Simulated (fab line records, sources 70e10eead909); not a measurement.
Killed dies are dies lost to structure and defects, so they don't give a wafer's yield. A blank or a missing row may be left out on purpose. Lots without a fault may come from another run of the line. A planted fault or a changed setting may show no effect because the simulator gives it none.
fab line records | flow nand_harc
record lots=15 wafers=45 last_day=34
route steps=1302 shown A_DECK1_JOINT@527 A_ONON_D2@546 A_CHANNEL_HOLE_D2@579
lots that met no fault: from a run of the same line without faults
start_h: hours from the record's first day to the start of the lot's first wafer shown | wait_h: hours since the lot's step before | " the same as in the row above | L1.1+2: a row that stands for several wafers | - no value, or no start given | * or withheld: withheld | < > ~ a bound
route shown NAME@n: a module of which the file shows steps, and the number in the route of the first | usual: mean/standard deviation of fault-free wafers | same: alike in all rows | chamber/n: place in a boat | sites: the reading at each site | _std_site: their standard deviation | _edge_site: outer sites' mean less inner sites' | radius_mm: how far each site lies from the wafer's centre | mask NAME#n: copy n | behind: the tool/chamber that last shaped the wafer | hold: why the lot was held/for how many hours/how that ended | device: the transistor (n, p or np) that didn't switch | end of line: the same wafers' tests at the end of the route | a step without rows: its recipe alone | killed: dies lost to structure and defects at the first sort, not the wafer's yield | map: a wafer's dies, x killed, . not, _ none there
set.NAME: the setting as run; set.NAME@STEP: as run at that earlier step | model.NAME: the simulator's own value behind a step, which no gauge read
steps of the route over a sample of lots; a table a step, a row a wafer
services: from which hour (start_h, from the record's first day; less than 0 if before it) a tool's chamber was out of use, for how many hours, and why
## steps
# step NHARC_A_DECK1_JOINT_CMP_13
# recipe target_thk_nm=51.023
# usual motor_current_A=12.1/1.2 slurry_flow_ml_min=150.0/0.5 time_to_endpoint_s=9.8/2.2
# columns lot.wafer tool chamber start_h wait_h motor_current_A slurry_flow_ml_min time_to_endpoint_s
L509.2 cmp-03 1 248.19 0.4 11.9 150.9 10.2
L509.3 " 3 " " 13.6 150.2 7.7
L509.4 " 0 " " 11.2 149.9 10.4
L512.3 cmp-02 0 276.10 0.4 11.0 150.1 8.8
L512.4 " 1 " " 14.2 150.3 12.3
L512.5 " 1 " " 13.4 150.0 14.7
L511.3 cmp-04 0 276.12 0.4 10.3 150.0 7.5
L511.2 " 1 " " 11.6 149.1 5.5
L511.5 " 0 " " 10.5 150.7 8.9
L514.1 cmp-02 2 289.42 0.4 11.1 149.6 8.1
L514.4 " 3 " " 12.7 151.5 11.0
L514.2 " 0 " " 11.4 150.0 9.6
L516.2 cmp-02 1 307.06 0.4 14.0 150.7 12.6
L516.1 " 2 " " 11.5 149.4 8.8
L516.5 " 1 " " 14.5 149.9 15.2
L517.3 cmp-04 1 326.06 0.4 12.2 150.5 6.7
L517.4 " 2 " " 12.2 150.4 7.7
L517.2 " 0 " " 10.5 149.8 10.4
L518.2 cmp-04 0 339.75 0.4 10.5 149.7 10.8
L518.3 " 1 " " 11.8 150.3 9.6
L518.6 " 2 " " 12.6 150.0 6.3
L519.1 cmp-04 0 352.88 0.4 9.9 150.2 10.6
L519.3 " 1 " " 11.9 149.0 7.4
L519.6 " 2 " " 13.1 150.9 8.5
L520.1 cmp-02 1 360.60 0.4 14.2 151.0 10.0
L520.3 " 2 " " 10.8 150.1 9.0
L520.6 " 1 " " 13.7 151.0 11.9
L522.2 cmp-02 1 367.03 0.4 13.8 150.9 14.0
L522.4 " 2 " " 11.4 150.1 12.8
L522.3 " 3 " " 12.4 150.3 11.2
L521.4 cmp-04 0 367.03 0.4 10.4 150.0 10.3
L521.5 " 0 " " 10.4 149.9 11.8
L521.6 " 1 " " 11.5 150.3 4.0
L523.3 cmp-02 0 390.37 0.4 11.9 150.3 8.3
L523.2 " 1 " " 13.5 149.8 11.1
L523.5 " 3 " " 12.3 150.8 8.1
L530.4 cmp-04 2 453.87 0.4 12.1 149.9 6.6
L530.6 " 1 " " 12.1 149.7 8.3
L530.5 " 2 " " 12.4 150.4 9.2
L531.1 cmp-03 1 465.74 0.4 12.7 149.7 13.1
L531.3 " 3 " " 14.7 149.6 9.7
L531.6 " 0 " " 11.0 150.3 12.2
L532.4 cmp-03 3 484.16 0.4 14.4 150.4 8.6
L532.3 " 2 " " 10.7 150.7 8.8
L532.5 " 3 " " 14.2 150.2 7.6
# step NHARC_A_ONON_D2_THK_MEAS_02
# recipe thk_meas_gauge=ellipsometry
# usual thk_nm=998/9.3
# columns lot.wafer tool chamber start_h wait_h thk_nm
L509.2 film_metro-02 - 276.36 - 995
L509.3 " - " " 993
L509.4 " - " " 996
L512.3 film_metro-02 - 301.62 - 977
L512.4 " - " " 974
L512.5 " - " " 977
L511.2 film_metro-01 - 301.62 - 993
L511.3 " - " " 995
L511.5 " - " " 993
L514.1 film_metro-01 - 317.00 - 1005
L514.2 " - " " 1008
L514.4 " - " " 1006
L516.1 film_metro-01 - 338.80 - 1003
L516.2 " - " " 1004
L516.5 " - " " 1003
L517.2 film_metro-01 - 352.02 - 986
L517.3 " - " " 986
L517.4 " - " " 986
L518.2 film_metro-01 - 362.78 - 1005
L518.3 " - " " 1007
L518.6 " - " " 1007
L519.1 film_metro-01 - 378.41 - 1017
L519.3 " - " " 1017
L519.6 " - " " 1017
L520.1 film_metro-01 - 387.67 - 993
L520.3 " - " " 992
L520.6 " - " " 993
L521.4 film_metro-02 - 397.87 - 995
L521.5 " - " " 998
L521.6 " - " " 994
L522.2 film_metro-01 - 397.87 - 989
L522.3 " - " " 988
L522.4 " - " " 990
L523.2 film_metro-01 - 418.45 - 991
L523.3 " - " " 989
L523.5 " - " " 990
L530.4 film_metro-01 - 481.97 - 1002
L530.5 " - " " 1003
L530.6 " - " " 1004
L531.1 film_metro-01 - 487.49 - 1016
L531.3 " - " " 1013
L531.6 " - " " 1015
L532.3 film_metro-01 - 507.14 - 1000
L532.4 " - " " 1000
L532.5 " - " " 1000
# step NHARC_A_CHANNEL_HOLE_D2_EXPOSE_07
# recipe na=1.35 target_cd_nm=100 sigma_outer=0.3 dose_mj=59.65 mask_id=HOLE_D2
# usual exposure_dose_mJ_cm2=59.61/0.067 focus_offset_nm=0.0/0.52 stage_vel_mm_s=500.01/0.25
# columns lot.wafer tool chamber start_h wait_h mask exposure_dose_mJ_cm2 focus_offset_nm stage_vel_mm_s
L509.2 arfi_scanner-03 0 294.07 - HOLE_D2#0 59.63 0.0 499.83
L509.3 " 0 " " HOLE_D2#0 59.71 -0.2 499.62
L509.4 " 0 " " HOLE_D2#0 59.74 -0.2 499.93
L511.2 arfi_scanner-03 0 318.86 - HOLE_D2#0 59.59 0.6 500.45
L511.3 " 0 " " HOLE_D2#0 59.60 -0.4 500.38
L511.5 " 0 " " HOLE_D2#0 59.61 0.3 500.16
L512.3 arfi_scanner-01 0 319.08 - HOLE_D2#0 59.58 0.9 500.25
L512.4 " 0 " " HOLE_D2#0 59.61 0.9 500.15
L512.5 " 0 " " HOLE_D2#0 59.63 1.0 499.87
L514.1 arfi_scanner-03 0 335.32 - HOLE_D2#0 59.70 0.2 500.01
L514.2 " 0 " " HOLE_D2#0 59.66 1.0 499.86
L514.4 " 0 " " HOLE_D2#0 59.72 0.0 500.08
L516.1 arfi_scanner-02 0 354.98 - HOLE_D2#0 59.52 -0.4 500.09
L516.2 " 0 " " HOLE_D2#0 59.49 -0.5 499.94
L516.5 " 0 " " HOLE_D2#0 59.55 0.7 500.39
L517.2 arfi_scanner-02 0 366.91 - HOLE_D2#0 59.61 0.0 500.09
L517.3 " 0 " " HOLE_D2#0 59.62 0.2 499.86
L517.4 " 0 " " HOLE_D2#0 59.67 0.0 500.14
L518.2 arfi_scanner-01 0 378.82 - HOLE_D2#0 59.65 -0.5 500.22
L518.3 " 0 " " HOLE_D2#0 59.64 -0.8 500.11
L518.6 " 0 " " HOLE_D2#0 59.62 -0.1 500.00
L519.1 arfi_scanner-02 0 394.07 - HOLE_D2#0 59.66 0.4 500.65
L519.3 " 0 " " HOLE_D2#0 59.51 0.0 500.17
L519.6 " 0 " " HOLE_D2#0 59.62 -0.1 500.42
L520.1 arfi_scanner-02 - 405.91 - HOLE_D2#0 - - -
L520.3 " - " " HOLE_D2#0 - - -
L520.6 " - " " HOLE_D2#0 - - -
L522.2 arfi_scanner-01 - 414.35 - HOLE_D2#0 - - -
L522.3 " - " " HOLE_D2#0 - - -
L522.4 " - " " HOLE_D2#0 - - -
L521.4 arfi_scanner-03 - 414.51 - HOLE_D2#0 - - -
L521.5 " - " " HOLE_D2#0 - - -
L521.6 " - " " HOLE_D2#0 - - -
L523.2 arfi_scanner-01 0 440.60 - HOLE_D2#0 59.58 0.6 499.82
L523.3 " 0 " " HOLE_D2#0 59.57 -0.2 499.85
L523.5 " 0 " " HOLE_D2#0 59.56 -0.1 499.92
L530.4 arfi_scanner-02 0 502.34 - HOLE_D2#0 59.50 0.2 499.74
L530.5 " 0 " " HOLE_D2#0 59.46 -0.7 499.50
L530.6 " 0 " " HOLE_D2#0 59.61 -0.4 499.70
L531.1 arfi_scanner-03 0 503.60 - HOLE_D2#0 59.61 -0.3 499.83
L531.3 " 0 " " HOLE_D2#0 59.62 -0.5 499.85
L531.6 " 0 " " HOLE_D2#0 59.58 -0.7 499.86
L532.3 arfi_scanner-01 0 523.64 - HOLE_D2#0 59.61 0.5 499.94
L532.4 " 0 " " HOLE_D2#0 59.56 -1.0 500.28
L532.5 " 0 " " HOLE_D2#0 59.62 0.1 500.02
# step NHARC_A_CHANNEL_HOLE_D2_ETCH_34
# recipe target_depth_a=1540 time_s=77 cf4_flow_sccm=100 chf3_flow_sccm=30 ar_flow_sccm=0 rf_w=500 bias_w=200 chemistry=CF4/CHF3
# usual drypump_motor_current_A=5.7/0.41 oes_product_au=0.960/0.016 rf_vpp_V=371.1/2.4 showerhead_plenum_p_Torr=1.59/0.067 throttle_valve_pct=16.802/0.0098
# columns lot.wafer tool chamber start_h wait_h drypump_motor_current_A oes_product_au rf_hours_counter_h rf_vpp_V showerhead_plenum_p_Torr throttle_valve_pct
L509.2 rie_diel-08 1 - - 6.1 0.952 3.0 368.7 1.51 16.802
L509.3 " 3 " " 5.0 0.968 4.9 369.3 1.51 16.802
L509.4 " 0 " " 5.7 0.959 6.1 372.7 1.64 16.803
L511.2 rie_diel-08 2 - - 6.2 0.961 5.5 374.7 1.67 16.801
L511.3 " 0 " " 5.7 0.974 7.8 372.0 1.64 16.796
L511.5 " 1 " " 6.1 0.963 - 368.8 1.51 16.810
L512.3 rie_diel-10 0 - - 6.0 0.958 2.6 375.5 1.69 16.800
L512.5 " 3 " " 5.6 0.974 - 368.9 1.54 16.815
L512.4 " 0 " " 6.0 0.963 - 375.8 1.69 16.801
L514.4 rie_diel-03 2 - - 4.9 0.954 4.2 373.6 1.61 16.789
L514.1 " 3 " " 6.1 0.980 2.7 366.1 1.49 16.791
L514.2 " 1 " " 6.1 0.967 3.6 372.1 1.62 16.797
L516.1 rie_diel-10 1 - - 5.5 0.954 3.3 370.2 1.57 16.790
L516.2 " 2 " " 5.8 0.953 4.9 371.0 1.59 16.817
L516.5 " 1 " " 5.5 0.953 - 371.2 1.57 16.813
L517.4 rie_diel-10 0 - - 6.0 0.966 4.7 374.0 1.69 16.812
L517.3 " 1 " " 5.5 0.959 4.1 373.1 1.57 16.787
L517.2 " 3 " " 5.6 0.982 5.2 370.1 1.54 16.793
L518.2 rie_diel-08 0 - - 5.8 0.974 0.3 374.3 1.64 16.781
L518.3 " 1 " " 6.1 0.987 0.3 368.0 1.51 16.800
L518.6 " 3 " " 5.0 0.945 - 368.0 1.51 16.797
L519.3 rie_diel-08 1 - - 6.1 0.998 0.9 368.5 1.51 16.796
L519.1 " 2 " " 6.2 0.973 1.1 374.2 1.67 16.806
L519.6 " 1 " " 6.1 0.985 - 367.9 1.51 16.823
L520.3 rie_diel-08 3 - - 5.0 0.934 1.6 369.1 1.51 16.797
L520.1 " 1 " " 6.1 0.955 1.8 368.0 1.51 16.804
L520.6 " 3 " " 5.0 0.939 - 367.6 1.51 16.806
L522.2 rie_diel-08 2 - - 6.2 0.953 3.4 371.9 1.67 16.797
L522.4 " 3 " " 5.0 0.960 3.1 367.6 1.51 16.815
L522.3 " 0 " " 5.7 0.935 1.3 372.2 1.64 16.797
L521.4 rie_diel-10 1 - - 5.5 0.971 6.3 369.1 1.56 16.804
L521.5 " 0 " " 6.0 0.963 - 374.9 1.69 16.792
L521.6 " 1 " " 5.5 0.973 - 370.2 1.57 16.802
L523.3 rie_diel-10 2 - - 5.8 0.978 0.9 372.3 1.59 16.814
L523.2 " 3 " " 5.6 0.951 0.9 369.0 1.54 16.797
L523.5 " 1 " " 5.5 0.972 - 369.1 1.56 16.807
L530.5 rie_diel-03 3 - - 6.1 0.947 - 367.8 1.48 16.811
L530.6 " 0 " " 5.4 0.937 - 372.1 1.62 16.783
L530.4 " 2 " " 4.9 0.950 - 370.8 1.61 16.814
L531.3 rie_diel-10 2 - - 5.8 0.980 3.9 371.4 1.59 16.816
L531.1 " 3 " " 5.6 0.964 4.8 369.4 1.54 16.804
L531.6 " 0 " " 6.0 0.961 - 374.9 1.69 16.793
L532.4 rie_diel-03 3 - - 6.1 0.956 2.1 367.5 1.48 16.807
L532.3 " 2 " " 4.9 0.970 2.2 371.4 1.61 16.796
L532.5 " 0 " " 5.4 0.953 - 373.0 1.62 16.797
## services
# columns tool chamber start_h hours kind
cmp-02 - 233.51 4.0 pm
rie_diel-10 - 242.77 9.0 pm
rie_diel-08 3 247.54 8.2 repair
rie_diel-08 2 256.48 3.4 repair
rie_diel-08 3 263.35 10.4 repair
cmp-02 - 264.18 2.4 repair
cmp-04 - 281.41 0.5 repair
cmp-04 - 291.06 0.5 repair
cmp-04 - 307.00 4.0 pm
rie_diel-10 1 318.84 3.5 repair
cmp-02 - 331.51 4.0 pm
cmp-04 - 343.83 0.5 repair
cmp-02 - 360.96 2.7 repair
rie_diel-08 - 367.80 9.0 pm
cmp-02 - 373.87 0.9 repair
cmp-04 - 405.00 4.0 pm
cmp-02 - 405.33 1.8 repair
rie_diel-08 0 405.60 8.6 repair
rie_diel-10 - 418.72 0.5 repair
rie_diel-10 - 419.77 9.0 pm
cmp-02 - 429.51 4.0 pm
cmp-04 - 430.55 2.5 repair
rie_diel-10 0 432.07 3.8 repair
rie_diel-08 - 433.83 0.6 repair
## key
first_sign step=NHARC_A_CHANNEL_HOLE_D2_EXPOSE_07 reading=tool_record direction=missing
effect none on later readings
met_at NHARC_A_CHANNEL_HOLE_D2_EXPOSE_07
struck_lots L520,L521,L522
later_rows_left_out L520.1,L520.3,L520.6,L521.4,L521.5,L521.6,L522.2,L522.3,L522.4
sort_left_out L520.1,L520.3,L520.6,L521.4,L521.5,L521.6,L522.2,L522.3,L522.4
tester_left_out L520,L521,L522
not_acting_at NHARC_A_DECK1_JOINT_CMP_13,NHARC_A_ONON_D2_THK_MEAS_02,NHARC_A_CHANNEL_HOLE_D2_ETCH_34
onset_between 394.07 405.91
fault kind=skipped_step_whole tool=arfi_scanner-01,arfi_scanner-02,arfi_scanner-03 chamber=- onset_h=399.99 steps=NHARC_A_CHANNEL_HOLE_D2_EXPOSE_07 scope=struck_lots_only
# tester_left_out: of these lots the tester's yield and bins aren't shown, on N5 and GAA mostly nor the transistor test; their killed dies are dies lost to structure and defects alone, not to doping, threshold or leakage, so they don't give the yield
# sort_left_out: the simulated sort isn't trusted on such a fault, so these wafers' sort isn't shown, and their yield isn't known
# later_rows_left_out: the simulator's readings of these wafers behind a module that went badly wrong aren't trusted and aren't shown, but for the sort
